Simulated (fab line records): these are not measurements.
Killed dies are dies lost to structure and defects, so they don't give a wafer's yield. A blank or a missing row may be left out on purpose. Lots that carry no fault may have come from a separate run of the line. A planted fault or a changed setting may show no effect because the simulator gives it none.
fab line records	flow n5-finfet
record lots=7	wafers=18	last-day=17
route steps=1938 shown MOL_CONTACT_COAG@593 BEOL_M4@1111 PASSIVATION@1936
lots untouched by any fault: they come from a run of this same line in which no faults occurred
start-h: hours from the record's opening day to when the first of the lot's shown wafers began	wait-h: how many hours have passed since the lot's step before this one	" repeats the value in the row above	L1.1+2: one row covering several wafers at once	- either no value or no given start	* or withheld: withheld	< > ~ a bound
route shown NAME@n: a module of which the file shows steps, and the number in the route of the first	usual: the fault-free wafers' mean and standard deviation	same: alike in all rows	chamber/n: place in a boat	sites: each site's reading	_std_site: standard deviation of those values	_edge_site: mean of outer sites minus mean of inner sites	radius-mm: how far each site lies from the wafer's centre	mask NAME#n: copy n	behind: the last tool/chamber to shape the wafer	hold: cause of the lot's hold/its duration in hours/its outcome	device: the transistor (n, p or np) that didn't switch	end of line: tests of these same wafers at the route's end	a step with no rows: only its recipe	killed: count of dies lost to structure and defects at first sort (not the wafer's yield)	map: a wafer's dies, marking killed ones x, the rest . and places with no die _
set.NAME: the setting that was run; set.NAME@STEP: the one run at that earlier step	model.NAME: the simulator's own value behind a step, which no gauge read
lots at selected steps of the route; one table per step, one row per wafer
services: a tool's chamber out of use, with start hour (start-h, from the record's first day; less than 0 if before it), hours out, and reason
## steps
# step N5_MOL_CONTACT_COAG_COAT_62
# recipe resist=SOC	temp-c=250	time-s=60	spin-rpm=1500	resist-thk-nm=60
# step N5_MOL_CONTACT_COAG_COAT_63
# recipe resist=SiARC	temp-c=220	time-s=60	spin-rpm=1500	resist-thk-nm=10
# step N5_MOL_CONTACT_COAG_COAT_64
# recipe resist=underlayer	temp-c=205	time-s=60	spin-rpm=1500	resist-thk-nm=10
# step N5_MOL_CONTACT_COAG_COAT_34
# recipe resist=CAR-EUV	spin-rpm=1500	resist-thk-nm=40
# step N5_MOL_CONTACT_COAG_EBR_36
# recipe solvent=PGMEA	ebr-width-mm=1.5
# step N5_MOL_CONTACT_COAG_SOFTBAKE_35
# recipe temp-c=110	time-s=60	resist=CAR-EUV
# step N5_MOL_CONTACT_COAG_EXPOSE_37
# recipe mask-id=VD	na=0.33	source-shape=annular	sigma-inner=0.3	sigma-outer=0.7	polarization=unpolarized	defocus-nm=0	dose-mj=62
# step N5_MOL_CONTACT_COAG_PEB_38
# recipe peb-temp-c=100	peb-time-s=60	resist=CAR-EUV
# step N5_MOL_CONTACT_COAG_DEVELOP_39
# recipe develop-time-s=30	developer=TMAH	resist=CAR-EUV	rinse-liquid=surfactant-rinse	dry=air-spin	dev-temp-c=23
# step N5_MOL_CONTACT_COAG_CD_MEAS_40
# recipe target-cd-nm=25.1	landing-energy-ev=500	detector=se-inlens	polarity=opening
# usual cd-nm=25.17/0.23
lot.wafer	tool	chamber	start-h	wait-h	cd-nm
L918.1	cd-sem-03	0	122.94	-	25.33
L918.2	"	0	"	"	25.25
L918.5	"	0	"	"	25.40
L920.1	cd-sem-02	0	130.84	-	25.25
L920.2	"	0	"	"	25.27
L920.5	"	0	"	"	25.41
L922.3	cd-sem-03	0	144.49	-	24.97
L922.4	"	0	"	"	25.12
L922.6	"	0	"	"	25.26
L928.2	cd-sem-02	0	183.73	-	25.55
L928.4	"	0	"	"	25.77
L930.1	cd-sem-03	0	194.33	-	25.02
L930.2	"	0	"	"	24.90
L932.2	cd-sem-02	0	205.89	-	25.21
L932.6	"	0	"	"	25.15
L936.1	cd-sem-03	0	224.02	-	25.30
L936.3	"	0	"	"	25.28
L936.6	"	0	"	"	25.07
# step N5_MOL_CONTACT_COAG_OVL_MEAS_41
# recipe points-per-wafer=522
# usual VD_OVL=-0.3/0.74
lot.wafer	tool	chamber	start-h	wait-h	VD_OVL[nm]
L918.1	overlay-01	0	122.97	0.0	-1.9
L918.2	"	0	"	"	-2.6
L918.5	"	0	"	"	-0.8
L920.1	overlay-02	0	130.87	0.0	0.0
L920.2	"	0	"	"	-1.2
L920.5	"	0	"	"	-0.8
L922.3	overlay-02	0	144.53	0.0	-0.6
L922.4	"	0	"	"	-0.2
L922.6	"	0	"	"	0.1
L928.2	overlay-02	0	183.76	0.0	-1.1
L928.4	"	0	"	"	0.0
L930.1	overlay-02	0	194.36	0.0	0.4
L930.2	"	0	"	"	1.6
L932.2	overlay-01	0	205.93	0.0	-0.5
L932.6	"	0	"	"	-0.8
L936.1	overlay-01	0	224.05	0.0	-0.6
L936.3	"	0	"	"	-0.7
L936.6	"	0	"	"	-1.0
# step N5_MOL_CONTACT_COAG_INSPECT_42
# recipe mode=adi	inspect-instrument=brightfield
# usual raw-defect-count=222/66
lot.wafer	tool	chamber	start-h	wait-h	raw-defect-count
L918.1	defect-inspect-01	-	123.04	0.1	169
L918.2	"	-	"	"	305
L918.5	"	-	"	"	277
L920.1	defect-inspect-01	-	130.93	0.1	179
L920.2	"	-	"	"	266
L920.5	"	-	"	"	166
L922.3	defect-inspect-02	-	144.57	0.0	116
L922.4	"	-	"	"	160
L922.6	"	-	"	"	111
L928.2	defect-inspect-02	-	183.81	0.0	131
L928.4	"	-	"	"	168
L930.1	defect-inspect-02	-	194.41	0.1	111
L930.2	"	-	"	"	122
L932.2	defect-inspect-01	-	205.98	0.0	249
L932.6	"	-	"	"	215
L936.1	defect-inspect-01	-	224.11	0.1	212
L936.3	"	-	"	"	196
L936.6	"	-	"	"	223
# step N5_MOL_CONTACT_COAG_DESCUM_45
# recipe chemistry=O2	time-s=7	source-power-w=50	bias-power-w=20	pressure-mtorr=20	rf-frequency-hz=2.712e+07	temp-c=40	resist=CAR-EUV	o2-flow-sccm=225
# usual drypump-motor-current-A=5.5/0.35	oes-product-au=0.78/0.088	rf-vpp-V=243.1/1.4	showerhead-plenum-p-Torr=2.09/0.083	throttle-valve-pct=20.34/0.12
lot.wafer	tool	chamber	start-h	wait-h	drypump-motor-current-A	oes-product-au	rf-hours-counter-h	rf-vpp-V	showerhead-plenum-p-Torr	throttle-valve-pct	model.CAR-EUV_of_MOL_CONTACT_COAG_COAT_34.thk-nm
L918.1	rie-diel-02	0	123.11	0.1	5.6	0.73	182	240.3	1.99	20.39	36
L918.2	"	1	"	"	5.0	0.91	15	243.1	2.15	20.20	36.2
L918.5	"	1	"	"	5.0	0.92	-	243.1	2.16	20.21	36
L920.1	rie-diel-04	3	130.96	0.0	5.6	0.72	177	241.1	1.98	20.27	36.2
L920.2	"	2	"	"	4.8	0.91	24	241.8	2.06	20.35	36.2
L920.5	"	0	"	"	5.8	0.72	-	241.9	1.98	20.44	36.2
L922.3	rie-diel-05	1	144.61	0.0	5.5	0.75	178	241.1	1.97	20.36	36
L922.4	"	0	"	"	5.0	0.81	69	242.3	2.12	20.00	36
L922.6	"	3	"	"	5.7	0.96	-	244.6	2.21	20.15	36
L928.2	rie-diel-02	0	183.97	0.2	5.7	0.70	200	241.7	1.99	20.41	35.4
L928.4	"	1	"	"	5.0	0.87	33	243.8	2.15	20.24	36.2
L930.1	rie-diel-02	0	194.45	0.0	5.7	0.71	203	240.7	1.98	20.43	35.2
L930.2	"	1	"	"	5.0	0.87	37	244.1	2.15	20.24	35.2
L932.2	rie-diel-02	1	206.02	0.0	5.0	0.86	41	243.2	2.15	20.25	35.2
L932.6	"	1	"	"	5.0	0.86	-	243.3	2.15	20.26	36
L936.1	rie-diel-05	3	225.43	1.3	5.7	0.87	35	245.6	2.20	20.18	36
L936.3	"	2	"	"	5.9	0.69	216	244.1	2.17	20.44	36
L936.6	"	3	"	"	5.7	0.87	-	244.8	2.20	20.19	36.2
# step N5_MOL_CONTACT_COAG_ETCH_65
# recipe chemistry=N2/H2	target=underlayer	target-depth-a=130	mask-material=CAR-EUV	time-s=10.4	ion-energy-ev=200	pressure-mtorr=30	source-w=840	bias-w=150	n2-flow-sccm=200	h2-flow-sccm=200	ends=cleared
# usual drypump-motor-current-A=5.5/0.35	etch-rf-on-time-s=10.47/0.15	h2-flow-sccm=200.0/0.53	n2-flow-sccm=200.1/0.52	oes-product-au=0.67/0.071	rf-vpp-V=524.0/3	showerhead-plenum-p-Torr=2.55/0.092	throttle-valve-pct=17.83/0.25
lot.wafer	tool	chamber	start-h	wait-h	drypump-motor-current-A	etch-rf-on-time-s	h2-flow-sccm	n2-flow-sccm	oes-product-au	rf-hours-counter-h	rf-vpp-V	showerhead-plenum-p-Torr	throttle-valve-pct
L918.1	rie-diel-02	0	123.14	0.0	5.7	10.43	200.5	200.0	0.62	182	520.4	2.45	18.11
L918.2	"	1	"	"	5.0	10.28	200.3	200.6	0.78	15	525.6	2.60	17.44
L918.5	"	1	"	"	5.0	10.26	200.8	200.5	0.77	-	526.7	2.60	17.46
L920.1	rie-diel-04	3	131.00	0.0	5.6	10.72	199.0	200.0	0.61	177	520.4	2.43	17.84
L920.2	"	2	"	"	4.8	10.38	199.9	200.2	0.78	24	523.2	2.48	17.58
L920.5	"	0	"	"	5.9	10.29	200.7	200.1	0.61	-	519.5	2.43	18.03
L922.3	rie-diel-05	1	144.64	0.0	5.5	10.52	199.8	199.1	0.63	178	521.0	2.43	18.01
L922.4	"	0	"	"	5.0	10.33	199.0	199.6	0.70	69	524.8	2.58	17.45
L922.6	"	3	"	"	5.7	10.56	200.4	200.6	0.80	-	530.2	2.72	17.69
L928.2	rie-diel-02	0	184.01	0.0	5.7	10.53	200.0	200.0	0.60	200	520.0	2.44	18.14
L928.4	"	1	"	"	5.0	10.37	199.5	200.9	0.74	33	524.9	2.59	17.48
L930.1	rie-diel-02	0	194.48	0.0	5.7	10.63	200.1	200.6	0.60	203	520.6	2.44	18.14
L930.2	"	1	"	"	5.0	10.44	199.1	199.9	0.73	37	525.9	2.59	17.49
L932.2	rie-diel-02	1	206.05	0.0	5.0	10.41	201.4	199.9	0.73	41	524.0	2.58	17.50
L932.6	"	1	"	"	5.0	10.39	200.6	200.4	0.73	-	525.5	2.58	17.50
L936.1	rie-diel-05	3	225.46	0.0	5.7	10.76	200.0	200.2	0.72	35	527.7	2.70	17.74
L936.3	"	2	"	"	5.9	10.63	200.1	200.1	0.59	216	525.2	2.63	17.90
L936.6	"	3	"	"	5.7	10.74	200.2	200.6	0.72	-	528.1	2.70	17.73
# step N5_MOL_CONTACT_COAG_ETCH_66
# recipe chemistry=CF4	target=SiARC	target-depth-a=130	mask-material=CAR-EUV	time-s=21.7	ion-energy-ev=80	pressure-mtorr=40	source-w=545	bias-w=36	Ar_flow_sccm=100	cf4-flow-sccm=100	ends=cleared
# usual drypump-motor-current-A=5.5/0.35	etch-rf-on-time-s=21.8/0.36	oes-product-au=0.67/0.072	rf-vpp-V=184.1/1.3	showerhead-plenum-p-Torr=2.15/0.077	throttle-valve-pct=15.60/0.19
lot.wafer	tool	chamber	start-h	wait-h	drypump-motor-current-A	etch-rf-on-time-s	oes-product-au	rf-hours-counter-h	rf-vpp-V	showerhead-plenum-p-Torr	throttle-valve-pct
L918.1	rie-diel-02	0	123.16	0.0	5.6	21.7	0.62	182	182.4	2.05	15.63
L918.2	"	1	"	"	5.0	21.5	0.78	15	185.4	2.20	15.28
L918.5	"	1	"	"	5.0	21.7	0.77	-	183.5	2.20	15.30
L920.1	rie-diel-04	3	131.02	0.0	5.6	22.7	0.60	177	182.8	2.05	15.65
L920.2	"	2	"	"	4.8	22.2	0.76	24	184.2	2.10	15.44
L920.5	"	0	"	"	5.8	22.2	0.60	-	184.6	2.05	15.80
L922.3	rie-diel-05	1	144.66	0.0	5.5	21.9	0.64	178	183.1	2.06	15.75
L922.4	"	0	"	"	5.0	21.3	0.70	69	186.1	2.17	15.24
L922.6	"	3	"	"	5.7	22.1	0.80	-	185.3	2.27	15.39
L928.2	rie-diel-02	0	184.02	0.0	5.6	22.3	0.60	200	184.2	2.04	15.67
L928.4	"	1	"	"	5.0	21.7	0.74	33	185.7	2.19	15.33
L930.1	rie-diel-02	0	194.50	0.0	5.7	22.2	0.60	203	183.2	2.04	15.65
L930.2	"	1	"	"	4.9	21.7	0.73	37	184.6	2.19	15.35
L932.2	rie-diel-02	1	206.07	0.0	5.0	21.9	0.72	41	185.3	2.19	15.35
L932.6	"	1	"	"	4.9	21.8	0.72	-	185.3	2.19	15.36
L936.1	rie-diel-05	3	225.48	0.0	5.7	22.3	0.73	35	186.5	2.26	15.44
L936.3	"	2	"	"	5.9	21.5	0.60	216	183.9	2.21	15.63
L936.6	"	3	"	"	5.7	22.3	0.73	-	187.4	2.26	15.44
# step N5_MOL_CONTACT_COAG_ALD_133
# recipe material=SiO2	target-thk-a=50	temp-c=100	ald-precursor-family=BDEAS	ald-co-reactant=O2-plasma	pulse-time-s=1	co-reactant-pulse-time-s=1	purge-time-s=2	co-reactant-purge-time-s=2	ald-cycles=35	pressure-torr=2
# usual heater-power-w=79/8	precursor-pulse-height-rel=1.001/0.02
lot.wafer	tool	chamber	start-h	wait-h	heater-power-w	precursor-pulse-height-rel	since-wet-clean-h
L918.1	ald-sin-02	2	123.24	0.1	65	1.020	22
L918.2	"	3	"	"	72	0.999	22
L918.5	"	0	"	"	81	1.004	-
L920.1	ald-sin-03	1	131.10	0.1	84	1.010	229
L920.2	"	3	"	"	82	0.991	229
L920.5	"	3	"	"	82	1.013	-
L922.3	ald-sin-03	2	144.84	0.1	82	0.988	243
L922.4	"	3	"	"	82	0.995	243
L922.6	"	2	"	"	80	0.976	-
L928.2	ald-sin-02	1	184.13	0.1	73	1.001	83
L928.4	"	3	"	"	71	1.014	83
L930.1	ald-sin-01	2	194.63	0.1	98	1.031	187
L930.2	"	1	"	"	79	1.017	187
L932.2	ald-sin-01	2	206.25	0.1	101	0.982	199
L932.6	"	0	"	"	67	1.004	-
L936.1	ald-sin-01	3	225.72	0.2	83	1.011	218
L936.3	"	0	"	"	68	0.999	218
L936.6	"	3	"	"	81	1.002	-
# step N5_MOL_CONTACT_COAG_ETCHBACK_134
# recipe chemistry=CHF3	target=SiO2	target-depth-a=100	time-s=6.7	ion-energy-ev=200	pressure-mtorr=30	source-w=610	bias-w=170	Ar_flow_sccm=200	CHF3_flow_sccm=50
# usual drypump-motor-current-A=5.5/0.37	oes_f_703_au=0.77/0.078	oes-product-au=0.77/0.083	rf-vpp-V=524/7.1	showerhead-plenum-p-Torr=2.38/0.091	throttle-valve-pct=18.69/0.2
# same time-s=6.7
lot.wafer	tool	chamber	start-h	wait-h	drypump-motor-current-A	oes_f_703_au	oes-product-au	rf-hours-counter-h	rf-vpp-V	showerhead-plenum-p-Torr	throttle-valve-pct	model.CAR-EUV_of_MOL_CONTACT_COAG_COAT_34.thk-nm
L918.1	rie-diel-04	1	123.47	0.2	5.3	0.72	0.71	199	519	2.47	18.97	15.6
L918.2	"	0	"	"	5.9	0.72	0.72	176	518	2.27	18.81	15.6
L918.5	"	1	"	"	5.3	0.72	0.71	-	519	2.47	18.95	15.6
L920.1	rie-diel-04	2	131.43	0.3	4.8	0.91	0.91	24	532	2.33	18.56	15.6
L920.2	"	1	"	"	5.3	0.72	0.71	202	519	2.47	18.96	15.6
L920.5	"	0	"	"	5.9	0.71	0.71	-	518	2.27	18.84	15.6
L922.3	rie-diel-04	0	145.01	0.1	5.9	0.71	0.71	184	517	2.27	18.84	15.6
L922.4	"	2	"	"	4.8	0.89	0.90	-	531	2.33	18.57	15.4
L922.6	"	1	"	"	5.3	0.72	0.71	-	519	2.47	18.97	15.4
L928.2	rie-diel-04	1	184.31	0.1	5.3	0.71	0.69	217	519	2.46	18.98	14.8
L928.4	"	2	"	"	4.8	0.87	0.88	43	531	2.33	18.58	15.4
L930.1	rie-diel-05	1	194.80	0.1	5.5	0.71	0.73	197	529	2.28	18.91	14.8
L930.2	"	0	"	"	5.0	0.79	0.80	86	522	2.39	18.26	14.6
L932.2	rie-diel-04	2	206.43	0.1	4.8	0.86	0.86	51	532	2.32	18.61	14.6
L932.6	"	1	"	"	5.3	0.71	0.70	-	519	2.46	18.99	15.4
L936.1	rie-diel-05	2	226.19	0.4	5.9	0.70	0.70	216	527	2.45	18.65	15.6
L936.3	"	3	"	"	5.7	0.84	0.86	36	530	2.52	18.59	15.6
L936.6	"	1	"	"	5.6	0.70	0.73	-	530	2.28	18.92	15.6
# step N5_MOL_CONTACT_COAG_ETCH_67
# recipe chemistry=N2/H2	target=SOC	target-depth-a=600	overetch-a=210	mask-material=SiARC	temp-c=40	time-s=101.2	ion-energy-ev=200	pressure-mtorr=30	source-w=840	bias-w=150	n2-flow-sccm=200	h2-flow-sccm=200
# usual drypump-motor-current-A=5.5/0.37	h2-flow-sccm=200.0/0.64	n2-flow-sccm=199.9/0.63	oes-product-au=0.65/0.068	rf-vpp-V=523.9/2.8	showerhead-plenum-p-Torr=2.54/0.099	throttle-valve-pct=17.80/0.22
# same time-s=101.2
lot.wafer	tool	chamber	start-h	wait-h	drypump-motor-current-A	h2-flow-sccm	n2-flow-sccm	oes-product-au	rf-hours-counter-h	rf-vpp-V	showerhead-plenum-p-Torr	throttle-valve-pct
L918.1	rie-diel-04	1	123.50	0.0	5.3	200.8	200.6	0.61	199	525.7	2.61	17.92
L918.2	"	0	"	"	5.9	199.8	199.4	0.60	176	519.6	2.43	17.98
L918.5	"	1	"	"	5.3	200.1	200.5	0.60	-	526.4	2.61	17.94
L920.1	rie-diel-04	2	131.47	0.0	4.8	199.2	200.0	0.76	25	523.2	2.48	17.53
L920.2	"	1	"	"	5.3	200.6	199.1	0.61	202	526.4	2.61	17.93
L920.5	"	0	"	"	5.9	199.7	200.4	0.60	-	519.9	2.43	17.98
L922.3	rie-diel-04	0	145.05	0.0	5.9	200.7	199.7	0.59	184	521.8	2.43	17.98
L922.4	"	2	"	"	4.8	200.2	200.3	0.75	-	522.1	2.48	17.54
L922.6	"	1	"	"	5.3	200.4	200.7	0.59	-	526.2	2.61	17.95
L928.2	rie-diel-04	1	184.35	0.0	5.3	198.9	199.5	0.59	217	526.0	2.61	17.95
L928.4	"	2	"	"	4.8	200.0	200.5	0.73	43	523.0	2.47	17.57
L930.1	rie-diel-05	1	194.84	0.0	5.5	199.9	199.7	0.61	197	520.4	2.42	17.99
L930.2	"	0	"	"	4.9	199.8	199.5	0.66	86	523.1	2.57	17.45
L932.2	rie-diel-04	2	206.46	0.0	4.8	199.6	199.6	0.72	51	521.8	2.47	17.58
L932.6	"	1	"	"	5.3	200.5	199.8	0.59	-	525.3	2.60	17.98
L936.1	rie-diel-05	2	226.23	0.0	5.9	199.8	198.7	0.59	217	525.5	2.63	17.90
L936.3	"	3	"	"	5.7	200.2	200.0	0.73	36	527.7	2.70	17.68
L936.6	"	1	"	"	5.5	200.3	199.1	0.61	-	520.9	2.42	18.02
# step N5_BEOL_M4_RC_MEAS_101
# usual DIBL_N=36.9/1.7	DIBL_P=36.7/2.1	IOFF_N=0.17/0.032	IOFF_P=0.22/0.036	ION_N=674/12	ION_P=461/7	SS_N=71.7/0.6	SS_P=73.4/0.67	VT_N=249/3.1	VT_P=-250/3.2
lot.wafer	tool	chamber	start-h	wait-h	DIBL_N[mV/V]	DIBL_P[mV/V]	IOFF_N[nA/um]	IOFF_P[nA/um]	ION_N[uA/um]	ION_P[uA/um]	SS_N[mV/dec]	SS_P[mV/dec]	VT_N[mV]	VT_P[mV]
L918.1	prober-02	0	181.90	0.0	31.7	30.0	0.10	0.14	645	445	70.4	72.0	257	-256
L918.2	"	0	"	"	36.6	36.0	0.17	0.21	668	455	71.1	73.4	253	-252
L918.5	"	0	"	"	37.1	37.4	0.20	0.23	686	464	71.0	73.0	247	-249
L920.1	prober-02	0	197.33	0.1	38.2	39.5	0.20	0.25	685	468	72.1	73.7	247	-248
L920.2	"	0	"	"	37.2	39.1	0.19	0.25	676	469	71.7	74.4	248	-249
L920.5	"	0	"	"	37.9	39.8	0.20	0.25	681	462	72.0	73.5	246	-248
L922.3	prober-01	0	200.47	0.3	38.4	37.9	0.20	0.25	674	461	71.8	73.3	247	-246
L922.4	"	0	"	"	38.3	38.1	0.18	0.25	676	465	71.8	73.6	248	-248
L922.6	"	0	"	"	37.9	37.5	0.17	0.23	676	467	71.5	73.8	250	-248
L928.2	prober-02	0	249.82	0.2	35.7	34.9	0.14	0.16	672	454	71.3	73.2	253	-256
L928.4	"	0	"	"	37.2	37.6	0.16	0.19	674	452	72.1	74.0	248	-253
L930.1	prober-01	0	257.08	0.0	35.7	33.8	0.15	0.19	678	461	71.1	72.7	247	-250
L930.2	"	0	"	"	37.6	37.9	0.20	0.27	681	470	71.9	73.9	247	-246
L932.2	prober-02	0	271.08	0.2	35.3	34.8	0.14	0.19	665	458	70.8	73.2	250	-250
L932.6	"	0	"	"	36.5	36.3	0.16	0.21	666	462	71.2	73.2	251	-251
L936.1	prober-02	0	293.04	0.0	33.9	32.4	0.11	0.16	653	450	71.3	72.7	255	-253
L936.3	"	0	"	"	34.6	33.8	0.13	0.19	654	453	72.4	73.2	253	-251
L936.6	"	0	"	"	34.1	33.3	0.13	0.17	659	451	70.8	72.8	255	-250
# step N5_PASSIVATION_PROBE_49
# usual defect-limited-yield=91.7/1.5	killed_at_M0_to_M3=32/9.6	killed_at_M4_up=13/5.3	killed-at-contacts=12/6.8	killed-at-front-end=36/9.8	killed-at-other=4/3.1	killed-dies=98/17	killed-open=65/13	killed-short=32/8.5	sort_bin_5_function=4.9/0.93	sort_bin_6_memory=3.2/0.67	sort_bin_8_speed=0.00/0.02	sort-n-pass=1082/17	sort-yield-pct=91.7/1.4
# same gross-dies=1180	killed-at-back-side=0	sort_bin_4_leakage[%]=0
lot.wafer	tool	chamber	start-h	wait-h	defect-limited-yield[%]	killed_at_M0_to_M3	killed_at_M4_up	killed-at-contacts	killed-at-front-end	killed-at-other	killed-dies	killed-open	killed-short	sort_bin_5_function[%]	sort_bin_6_memory[%]	sort_bin_8_speed[%]	sort-n-pass	sort-yield-pct[%]
L928.2	prober-02	-	351.43	0.1	92.3	27	21	3	39	1	91	62	27	4.7	2.9	0	1089	92.3
# killed by level:class
L928.2 FIN_SAQP:geometric-particle:short=10 BEOL_M3:geometric-particle:open=10 FIN_SAQP:geometric-particle:open=8 DUMMY_GATE:geometric-particle:open=7 BEOL_M0_SAQP:geometric-particle:short=6 BEOL_M7:geometric-particle:open=5 BEOL_M1:geometric-particle:open=5 BEOL_M4:geometric-particle:open=4
## services
tool	chamber	start-h	hours	kind
ald-sin-03	-	99.72	6.0	pm
rie-diel-04	-	99.96	4.3	pm
ald-sin-02	0	100.82	-	clean
ald-sin-02	1	100.82	-	clean
ald-sin-02	2	100.82	-	clean
ald-sin-02	3	100.82	-	clean
ald-sin-01	-	100.97	0.3	repair
rie-diel-02	-	110.97	2.8	pm
rie-diel-05	0	113.45	3.9	repair
rie-diel-05	-	116.55	0.5	repair
rie-diel-05	3	117.37	-	clean
rie-diel-05	3	117.37	-	consumable-replace:focus-ring
rie-diel-05	3	117.37	-	consumable-replace:showerhead
rie-diel-05	3	117.37	14.9	scheduled-down
rie-diel-05	3	117.37	14.9	vent-cycle
rie-diel-04	3	144.48	1.3	repair
rie-diel-04	1	165.57	6.6	repair
rie-diel-02	1	169.13	2.1	repair
ald-sin-01	0	191.01	13.1	repair
rie-diel-04	-	212.45	14.6	pm
rie-diel-05	0	213.96	11.5	repair
## key
first-sign none at tools or gauges
model-effect step=N5_MOL_CONTACT_COAG_DESCUM_45	value=CAR-EUV_of_MOL_CONTACT_COAG_COAT_34.thk-nm	without=36.05	struck=35.25
model-effect step=N5_MOL_CONTACT_COAG_ETCHBACK_134	value=CAR-EUV_of_MOL_CONTACT_COAG_COAT_34.thk-nm	without=15.5	struck=14.7
met-at N5_MOL_CONTACT_COAG_DESCUM_45
struck-wafers L928.2,L930.1,L930.2,L932.2
onset-between 123.11 183.97
fault kind=process-parameter-drift	tool=rie-diel-02	chamber=-	onset-h=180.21	steps=N5_MOL_CONTACT_COAG_DESCUM_45	channel=time-s	offset=*	shape=step	end-h=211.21	scope=struck-wafers-only	acts-in=*	stated=*
